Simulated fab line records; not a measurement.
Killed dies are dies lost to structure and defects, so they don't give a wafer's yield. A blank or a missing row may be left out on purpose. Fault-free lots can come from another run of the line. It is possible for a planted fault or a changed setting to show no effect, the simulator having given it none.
fab line records ; flow n5Finfet
[record] lots = 11; wafers = 31; lastDay = 18
route steps=1938 shown BEOL_M3@988 BEOL_M4@1111 PASSIVATION@1936
lots that met no fault: taken from a fault-free run of the same line
startH: hours from the record's opening day to when the first of the lot's shown wafers began ; waitH: how many hours have passed since the lot's step before this one ; " same as the row above ; L1.1+2: one row covering several wafers at once ; - either no value or no given start ; * or withheld: withheld ; < > ~ a bound
route shown NAME@n: NAME is a module with steps in the file, n the number in the route of the first one ; usual: the fault-free wafers' mean and standard deviation ; same: alike in all rows ; chamber/n: place in a boat ; sites: per-site readings ; _std_site: standard deviation of those values ; _edge_site: the outer-site mean with the inner-site mean subtracted ; radiusMm: how far each site lies from the wafer's centre ; mask NAME#n: copy n ; behind: the tool/chamber that last shaped the wafer ; hold: cause of the lot's hold/its duration in hours/its outcome ; device: the n, p or np transistor that did not switch ; end of line: at the end of the route, the tests of the same wafers ; where a step has no rows: the recipe by itself ; killed: the dies lost at the first sort to structure and to defects; this is not the yield of the wafer ; map: a wafer's dies, x killed, . not, _ none there
set.NAME: the setting the step ran with; set.NAME@STEP: the setting that earlier step ran with ; model.NAME: the simulator's own value behind a step, which no gauge read
steps of the route over a sample of lots; a table a step, a row a wafer
services: when a tool's chamber went out of use (startH, in hours from the record's first day, below 0 if earlier), for how many hours, and the reason
[[steps]]
[step N5_BEOL_M3_CD_MEAS_35]
[recipe] targetCdNm = 18; targetCdYNm = 21; polarity = opening
[usual] cdNm = 17.9/0.33
lot.wafer;tool;chamber;startH;waitH;cdNm
L826.1;cdSem-01;-;148.76;0.0;17.9
L826.3;cdSem-01;-;148.76;0.0;18.4
L826.6;cdSem-01;-;148.76;0.0;18.1
L827.1;cdSem-02;-;161.01;0.0;18.1
L827.3;cdSem-02;-;161.01;0.0;17.8
L827.4;cdSem-02;-;161.01;0.0;17.7
L828.1;cdSem-02;-;179.01;0.0;17.3
L828.3;cdSem-02;-;179.01;0.0;18.2
L828.6;cdSem-02;-;179.01;0.0;17.7
L835.1;cdSem-03;-;212.31;0.0;18.0
L835.5;cdSem-03;-;212.31;0.0;17.7
L835.6;cdSem-03;-;212.31;0.0;17.7
L837.5;cdSem-03;-;217.05;0.0;17.6
L837.6;cdSem-03;-;217.05;0.0;18.1
L836.2;cdSem-02;-;217.65;0.0;17.6
L836.3;cdSem-02;-;217.65;0.0;17.5
L836.5;cdSem-02;-;217.65;0.0;18.2
L838.1;cdSem-02;-;236.31;0.0;18.0
L838.3;cdSem-02;-;236.31;0.0;17.9
L838.4;cdSem-02;-;236.31;0.0;18.2
L840.1;cdSem-02;-;253.12;0.0;18.4
L840.4;cdSem-02;-;253.12;0.0;18.6
L840.5;cdSem-02;-;253.12;0.0;18.3
L843.3;cdSem-01;-;255.55;0.0;17.9
L843.4;cdSem-01;-;255.55;0.0;18.1
L843.6;cdSem-01;-;255.55;0.0;17.9
L848.5;cdSem-03;-;285.36;0.0;17.8
L848.6;cdSem-03;-;285.36;0.0;18.2
L849.1;cdSem-03;-;302.72;0.0;18.4
L849.2;cdSem-03;-;302.72;0.0;17.7
L849.3;cdSem-03;-;302.72;0.0;17.7
[step N5_BEOL_M3_SPUTTER_81]
[recipe] material = Cu; targetThkA = 45; tempC = -20; chamberPressurePa = 0.07; powerW = withheld; timeS = 8.29
[usual] chamberPressurePa = 0.07/0.00013; chuckGasFlowSccm = 1.27/0.054; substrateTempC = -19.99/0.1; throttleValvePct = 30.4/1.2
lot.wafer;tool;chamber;startH;waitH;chamberPressurePa;chuckGasFlowSccm;substrateTempC;throttleValvePct
L826.1;pvdSputter-02;-;150.04;0.1;0.06994;1.27;-19.84;28.8
L826.3;pvdSputter-02;-;150.04;0.1;0.07016;1.22;-19.80;30.5
L826.6;pvdSputter-02;-;150.04;0.1;0.0701;1.24;-20.01;29.0
L827.1;pvdSputter-01;-;162.43;0.1;0.07003;1.32;-19.96;30.4
L827.3;pvdSputter-01;-;162.43;0.1;0.07005;1.23;-19.95;28.4
L827.4;pvdSputter-01;-;162.43;0.1;0.06995;1.28;-20.09;30.3
L828.1;pvdSputter-01;-;180.08;0.1;0.06978;1.25;-20.05;31.3
L828.3;pvdSputter-01;-;180.08;0.1;0.06995;1.27;-19.98;30.2
L828.6;pvdSputter-01;-;180.08;0.1;0.07002;1.34;-20.03;32.1
L835.1;pvdSputter-01;-;214.17;0.1;0.07009;1.30;-19.94;30.4
L835.5;pvdSputter-01;-;214.17;0.1;0.07028;1.26;-19.88;28.6
L835.6;pvdSputter-01;-;214.17;0.1;0.07001;1.27;-19.94;30.0
L837.5;pvdSputter-01;-;218.65;0.0;0.07001;1.31;-19.87;28.6
L837.6;pvdSputter-01;-;218.65;0.0;0.06995;1.25;-20.05;30.3
L836.2;pvdSputter-03;-;218.98;0.1;0.07005;1.21;-19.79;29.1
L836.3;pvdSputter-03;-;218.98;0.1;0.06998;1.16;-19.93;32.3
L836.5;pvdSputter-03;-;218.98;0.1;0.06995;1.29;-19.74;28.9
L838.1;pvdSputter-02;-;238.94;0.1;0.07011;1.31;-20.04;30.9
L838.3;pvdSputter-02;-;238.94;0.1;0.06972;1.27;-19.85;29.1
L838.4;pvdSputter-02;-;238.94;0.1;0.06993;1.30;-19.98;30.1
L840.1;pvdSputter-02;-;254.41;0.1;0.0701;1.25;-20.12;31.1
L840.4;pvdSputter-02;-;254.41;0.1;0.07007;1.31;-19.96;28.9
L840.5;pvdSputter-02;-;254.41;0.1;0.07005;1.22;-19.93;29.1
L843.3;pvdSputter-01;-;256.94;0.1;0.06967;1.30;-19.95;30.1
L843.4;pvdSputter-01;-;256.94;0.1;0.06982;1.17;-20.03;28.7
L843.6;pvdSputter-01;-;256.94;0.1;0.06984;1.30;-19.94;32.1
L848.5;pvdSputter-02;-;290.31;0.0;0.06994;1.20;-20.04;30.9
L848.6;pvdSputter-02;-;290.31;0.0;0.07004;1.34;-20.01;30.3
L849.1;pvdSputter-02;-;305.67;0.1;0.07003;1.23;-19.96;30.6
L849.2;pvdSputter-02;-;305.67;0.1;0.07019;1.33;-19.83;28.9
L849.3;pvdSputter-02;-;305.67;0.1;0.06982;1.29;-19.92;30.9
[step N5_BEOL_M3_ANNEAL_87]
[recipe] tempC = 400; timeS = 240; ambient = vacuum
[usual] heaterPowerW = 826/110
lot.wafer;tool;chamber;startH;waitH;heaterPowerW
L826.1;pvdSputter-02;-;150.34;0.0;770
L826.3;pvdSputter-02;-;150.34;0.0;1066
L826.6;pvdSputter-02;-;150.34;0.0;761
L827.1;pvdSputter-01;-;162.73;0.0;792
L827.3;pvdSputter-01;-;162.73;0.0;754
L827.4;pvdSputter-01;-;162.73;0.0;796
L828.1;pvdSputter-01;-;180.38;0.0;953
L828.3;pvdSputter-01;-;180.38;0.0;790
L828.6;pvdSputter-01;-;180.38;0.0;829
L835.1;pvdSputter-01;-;214.47;0.0;810
L835.5;pvdSputter-01;-;214.47;0.0;757
L835.6;pvdSputter-01;-;214.47;0.0;812
L837.5;pvdSputter-01;-;218.98;0.1;764
L837.6;pvdSputter-01;-;218.98;0.1;794
L836.2;pvdSputter-03;-;219.28;0.0;987
L836.3;pvdSputter-03;-;219.28;0.0;874
L836.5;pvdSputter-03;-;219.28;0.0;973
L838.1;pvdSputter-02;-;239.24;0.0;738
L838.3;pvdSputter-02;-;239.24;0.0;777
L838.4;pvdSputter-02;-;239.24;0.0;779
L840.1;pvdSputter-02;-;254.71;0.0;736
L840.4;pvdSputter-02;-;254.71;0.0;741
L840.5;pvdSputter-02;-;254.71;0.0;751
L843.3;pvdSputter-01;-;257.24;0.0;783
L843.4;pvdSputter-01;-;257.24;0.0;774
L843.6;pvdSputter-01;-;257.24;0.0;809
L848.5;pvdSputter-02;-;290.64;0.1;738
L848.6;pvdSputter-02;-;290.64;0.1;791
L849.1;pvdSputter-02;-;306.01;0.0;1113
L849.2;pvdSputter-02;-;306.01;0.0;769
L849.3;pvdSputter-02;-;306.01;0.0;739
[step N5_BEOL_M3_SPUTTER_90]
[recipe] material = Cu; targetThkA = 45; tempC = -20; chamberPressurePa = 0.07; powerW = withheld; timeS = 8.29
[usual] chamberPressurePa = 0.06999/0.00014; chuckGasFlowSccm = 1.26/0.052; substrateTempC = -20.00/0.1; throttleValvePct = 30.4/1.3
lot.wafer;tool;chamber;startH;waitH;chamberPressurePa;chuckGasFlowSccm;substrateTempC;throttleValvePct
L826.1;pvdSputter-02;-;150.70;0.1;0.07017;1.28;-19.90;29.0
L826.3;pvdSputter-02;-;150.70;0.1;0.06974;1.28;-20.01;30.8
L826.6;pvdSputter-02;-;150.70;0.1;0.07017;1.22;-19.88;28.8
L827.1;pvdSputter-01;-;163.09;0.1;0.06984;1.32;-19.97;30.1
L827.3;pvdSputter-01;-;163.09;0.1;0.06981;1.21;-20.03;28.5
L827.4;pvdSputter-01;-;163.09;0.1;0.0699;1.36;-19.98;30.1
L828.1;pvdSputter-01;-;180.74;0.1;0.07008;1.30;-19.93;31.7
L828.3;pvdSputter-01;-;180.74;0.1;0.06991;1.27;-19.95;30.2
L828.6;pvdSputter-01;-;180.74;0.1;0.07001;1.26;-20.03;32.1
L835.1;pvdSputter-01;-;214.83;0.1;0.0699;1.20;-20.05;30.5
L835.5;pvdSputter-01;-;214.83;0.1;0.06996;1.21;-20.11;28.2
L835.6;pvdSputter-01;-;214.83;0.1;0.06989;1.30;-20.11;30.0
L837.5;pvdSputter-01;-;219.31;0.0;0.06995;1.26;-20.04;28.4
L837.6;pvdSputter-01;-;219.31;0.0;0.07014;1.32;-20.06;30.3
L836.2;pvdSputter-03;-;219.64;0.1;0.06971;1.20;-20.06;29.0
L836.3;pvdSputter-03;-;219.64;0.1;0.07007;1.23;-20.06;32.1
L836.5;pvdSputter-03;-;219.64;0.1;0.06987;1.19;-19.98;29.0
L838.1;pvdSputter-02;-;239.60;0.1;0.07003;1.22;-19.97;30.9
L838.3;pvdSputter-02;-;239.60;0.1;0.07002;1.21;-19.97;29.0
L838.4;pvdSputter-02;-;239.60;0.1;0.06978;1.28;-19.87;30.0
L840.1;pvdSputter-02;-;255.07;0.1;-;-;-;-
L840.4;pvdSputter-02;-;255.07;0.1;-;-;-;-
L840.5;pvdSputter-02;-;255.07;0.1;-;-;-;-
L843.3;pvdSputter-01;-;257.60;0.1;-;-;-;-
L843.4;pvdSputter-01;-;257.60;0.1;-;-;-;-
L843.6;pvdSputter-01;-;257.60;0.1;-;-;-;-
L848.5;pvdSputter-02;-;290.97;0.0;0.07004;1.30;-19.98;30.9
L848.6;pvdSputter-02;-;290.97;0.0;0.07011;1.26;-20.08;30.0
L849.1;pvdSputter-02;-;306.41;0.1;0.06997;1.23;-20.07;30.9
L849.2;pvdSputter-02;-;306.41;0.1;0.07023;1.27;-20.02;28.9
L849.3;pvdSputter-02;-;306.41;0.1;0.06991;1.23;-19.97;30.9
[step N5_BEOL_M4_RC_MEAS_101]
[usual] DIBL_N = 35.7/1.5; DIBL_P = 35.7/2; IOFF_N = 0.155/0.026; IOFF_P = 0.20/0.031; ION_N = 675/11; ION_P = 462/7.1; SS_N = 71.3/0.57; SS_P = 73.1/0.56; VT_N = 250/3; VT_P = -251/3
lot.wafer;tool;chamber;startH;waitH;DIBL_N[mV/V];DIBL_P[mV/V];IOFF_N[nA/um];IOFF_P[nA/um];ION_N[uA/um];ION_P[uA/um];SS_N[mV/dec];SS_P[mV/dec];VT_N[mV];VT_P[mV]
L826.1;prober-02;0;175.87;0.0;36.7;36.3;0.153;0.21;667;459;71.6;72.7;251;-252
L826.3;prober-02;0;175.87;0.0;37.2;36.8;0.171;0.23;673;459;71.7;73.6;250;-249
L826.6;prober-02;0;175.87;0.0;35.3;34.4;0.142;0.18;666;461;71.2;72.6;252;-251
L827.1;prober-01;0;185.28;0.0;37.9;38.4;0.208;0.24;696;472;72.1;73.4;245;-247
L827.3;prober-01;0;185.28;0.0;37.5;37.2;0.182;0.23;671;461;71.8;73.3;247;-248
L827.4;prober-01;0;185.28;0.0;35.9;36.3;0.166;0.22;688;474;70.9;73.4;247;-249
L828.1;prober-02;0;194.13;0.0;34.0;33.8;0.141;0.19;683;462;71.2;72.1;250;-250
L828.3;prober-02;0;194.13;0.0;36.0;37.2;0.186;0.26;685;468;71.9;73.3;245;-246
L828.6;prober-02;0;194.13;0.0;33.7;33.5;0.142;0.19;678;465;70.4;72.3;249;-250
L835.1;prober-01;0;224.64;0.0;34.8;33.6;0.122;0.17;652;450;71.1;73.1;255;-256
L835.5;prober-01;0;224.64;0.0;36.7;35.2;0.161;0.18;677;459;71.2;73.7;248;-256
L835.6;prober-01;0;224.64;0.0;36.9;35.2;0.152;0.19;675;450;71.0;72.9;253;-256
L836.2;prober-01;0;232.45;0.2;34.5;35.2;0.134;0.16;678;463;71.0;72.7;251;-255
L836.3;prober-01;0;232.45;0.2;37.3;38.2;0.171;0.20;684;462;72.0;74.3;247;-254
L836.5;prober-01;0;232.45;0.2;37.2;37.7;0.164;0.20;682;461;71.2;74.1;250;-252
L837.5;prober-02;0;234.34;0.6;34.3;32.8;0.128;0.16;664;452;70.4;73.3;251;-253
L837.6;prober-02;0;234.34;0.6;36.0;35.0;0.170;0.20;689;464;71.7;73.6;246;-251
L838.1;prober-01;0;252.89;0.0;35.4;35.9;0.176;0.23;693;478;71.7;73.7;246;-247
L838.3;prober-01;0;252.89;0.0;34.8;35.0;0.153;0.21;682;471;70.9;73.1;249;-248
L838.4;prober-01;0;252.89;0.0;34.9;34.9;0.155;0.21;678;470;70.7;73.3;248;-250
L840.1;prober-02;0;267.64;0.0;34.9;35.7;0.146;0.18;680;461;70.7;72.8;249;-250
L840.4;prober-02;0;267.64;0.0;35.6;35.3;0.153;0.18;667;459;70.9;73.2;250;-250
L840.5;prober-02;0;267.64;0.0;35.3;36.2;0.148;0.20;676;465;70.3;73.6;250;-252
L843.3;prober-01;0;267.86;0.3;35.5;35.8;0.158;0.20;681;464;70.7;73.1;246;-251
L843.4;prober-01;0;267.86;0.3;37.5;39.5;0.209;0.26;700;476;71.8;73.2;242;-247
L843.6;prober-01;0;267.86;0.3;35.3;35.7;0.144;0.20;661;460;71.2;72.8;249;-250
L848.5;prober-01;0;312.16;0.6;36.4;38.0;0.163;0.20;666;459;71.1;73.1;246;-252
L848.6;prober-01;0;312.16;0.6;37.0;39.4;0.172;0.22;676;464;71.1;73.1;249;-251
L849.1;prober-02;0;320.07;0.0;36.7;38.3;0.173;0.21;680;466;72.6;73.2;247;-251
L849.2;prober-02;0;320.07;0.0;37.4;38.4;0.189;0.22;674;461;71.5;73.3;246;-251
L849.3;prober-02;0;320.07;0.0;35.5;37.9;0.159;0.21;683;462;72.3;72.8;249;-250
[step N5_PASSIVATION_PROBE_49]
[usual] defectLimitedYield = 91.4/1.5; killed_at_M0_to_M3 = 34/10; killed_at_M4_up = 15/6; killedAtContacts = 12/6; killedAtFrontEnd = 37/11; killedAtOther = 3.3/2.8; killedDies = 101/18; killedOnRim = 14/4.4; killedOpen = 66/14; killedShort = 33/7.8; sort_bin_5_function = 5.0/0.97; sort_bin_6_memory = 3.2/0.72; sortNPass = 1079/18; sortYieldPct = 91.4/1.5
[same] grossDies = 1180; killedAtBackSide = 0; sort_bin_4_leakage[%] = 0; sort_bin_8_speed[%] = 0
lot.wafer;tool;chamber;startH;waitH;defectLimitedYield[%];killed_at_M0_to_M3;killed_at_M4_up;killedAtContacts;killedAtFrontEnd;killedAtOther;killedDies;killedOnRim;killedOpen;killedShort;sort_bin_5_function[%];sort_bin_6_memory[%];sortNPass;sortYieldPct[%]
L827.1;prober-02;-;302.29;0.0;91.4;32;8;19;40;2;101;7;64;36;4.9;3.4;1079;91.4
L827.3;prober-02;-;302.39;0.1;90.7;25;18;22;38;7;110;24;68;33;5.2;3.5;1070;90.7
L827.4;prober-02;-;302.44;0.2;91.4;23;10;15;47;6;101;17;62;38;4.6;3.6;1079;91.4
L840.1;prober-02;-;386.45;0.0;87.4;62;33;6;43;5;149;18;81;53;6.9;4.7;1031;87.4
L840.4;prober-02;-;386.60;0.2;90.4;55;20;4;31;3;113;16;66;37;5.4;3.8;1067;90.4
L840.5;prober-02;-;386.65;0.2;90.3;53;21;6;34;0;114;19;73;33;5.2;3.9;1066;90.3
L843.3;prober-02;-;387.74;0.1;93.5;20;12;7;37;1;77;10;45;29;3.9;2.5;1103;93.5
L843.4;prober-02;-;387.79;0.2;91.7;26;20;16;31;5;98;12;59;31;5.1;3.1;1082;91.7
L843.6;prober-02;-;387.89;0.3;89.9;26;17;20;55;1;119;16;76;33;6.4;3.6;1061;89.9
// killed by level:class
L827.1 MOL_CONTACT_COAG:geometricParticle:open=12 BEOL_M0_SAQP:geometricParticle:short=9 FIN_SAQP:geometricParticle:open=8 STI_FIN_REVEAL:geometricParticle:open=7 MOL_CONTACT_COAG:geometricParticle:short=7 BEOL_M0_SAQP:geometricParticle:open=6 SPACER0:geometricParticle:open=5 BEOL_M2:geometricParticle:open=4
L827.3 MOL_CONTACT_COAG:geometricParticle:open=18 FIN_SAQP:geometricParticle:open=9 BEOL_M3:geometricParticle:open=6 BEOL_M0_SAQP:geometricParticle:short=5 HKMG_FIN:areaEtch=5 FIN_SAQP:geometricParticle:short=4 STI_FIN_REVEAL:geometricParticle:open=4 DUMMY_GATE:geometricParticle:open=4
L827.4 MOL_CONTACT_COAG:geometricParticle:open=14 FIN_SAQP:geometricParticle:open=8 STI_FIN_REVEAL:geometricParticle:open=8 FIN_SAQP:geometricParticle:short=7 GATE_CUT:geometricParticle:short=6 BEOL_M0_SAQP:geometricParticle:short=6 SPACER0:geometricParticle:short=5 BEOL_M4:geometricParticle:open=5
L840.1 BEOL_M0_SAQP:geometricParticle:short=16 BEOL_M2:geometricParticle:open=14 BEOL_M4:geometricParticle:open=14 BEOL_M0_SAQP:geometricParticle:open=12 FIN_SAQP:geometricParticle:short=9 BEOL_M3:interfaceVoidOpened=8 FIN_SAQP:geometricParticle:open=6 ILD0:geometricParticle:open=5
L840.4 BEOL_M2:geometricParticle:open=19 BEOL_M0_SAQP:geometricParticle:short=12 BEOL_M3:interfaceVoidOpened=8 BEOL_M0_SAQP:geometricParticle:open=7 BEOL_M5:geometricParticle:open=7 FIN_SAQP:geometricParticle:short=6 DUMMY_GATE:geometricParticle:open=5 GATE_CUT:geometricParticle:open=4
L840.5 BEOL_M0_SAQP:geometricParticle:open=12 BEOL_M0_SAQP:geometricParticle:short=11 BEOL_M2:geometricParticle:open=11 DUMMY_GATE:geometricParticle:open=9 BEOL_M3:interfaceVoidOpened=8 FIN_SAQP:geometricParticle:short=7 FIN_SAQP:geometricParticle:open=7 BEOL_M4:geometricParticle:open=7
L843.3 STI_FIN_REVEAL:geometricParticle:open=9 STI_FIN_REVEAL:geometricParticle:short=6 BEOL_M4:geometricParticle:open=6 BEOL_M1:geometricParticle:open=5 MOL_CONTACT_COAG:geometricParticle:open=5 GATE_CUT:geometricParticle:short=4 BEOL_M2:geometricParticle:short=4 STARTING-WAFER:geometricParticle:open=4
L843.4 MOL_CONTACT_COAG:geometricParticle:open=13 STI_FIN_REVEAL:geometricParticle:open=11 BEOL_M4:geometricParticle:open=8 BEOL_M0_SAQP:geometricParticle:open=6 GATE_CUT:geometricParticle:short=5 BEOL_M2:geometricParticle:open=4 BEOL_M3:geometricParticle:open=4 BEOL_M3:interfaceVoidOpened=4
L843.6 STI_FIN_REVEAL:geometricParticle:open=21 MOL_CONTACT_COAG:geometricParticle:open=15 BEOL_M2:geometricParticle:open=7 BEOL_M1:geometricParticle:open=6 STI_FIN_REVEAL:geometricParticle:short=5 GATE_CUT:geometricParticle:short=5 MOL_CONTACT_COAG:geometricParticle:short=5 BEOL_M4:geometricParticle:open=5
[[services]]
tool;chamber;startH;hours;kind
pvdSputter-03;-;144.93;4.2;repair
pvdSputter-03;-;178.36;1.0;repair
[[key]]
[firstSign] step = N5_BEOL_M3_SPUTTER_90; reading = toolRecord; direction = missing
effect none on later readings
metAt N5_BEOL_M3_SPUTTER_90
struckLots L840,L843
notActingAt N5_BEOL_M3_CD_MEAS_35,N5_BEOL_M3_SPUTTER_81,N5_BEOL_M3_ANNEAL_87
onsetBetween 239.60 255.07
[fault] kind = skippedStepWhole; tool = pvdSputter-01,pvdSputter-02; chamber = -; onsetH = 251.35; steps = N5_BEOL_M3_SPUTTER_90; scope = struckLotsOnly
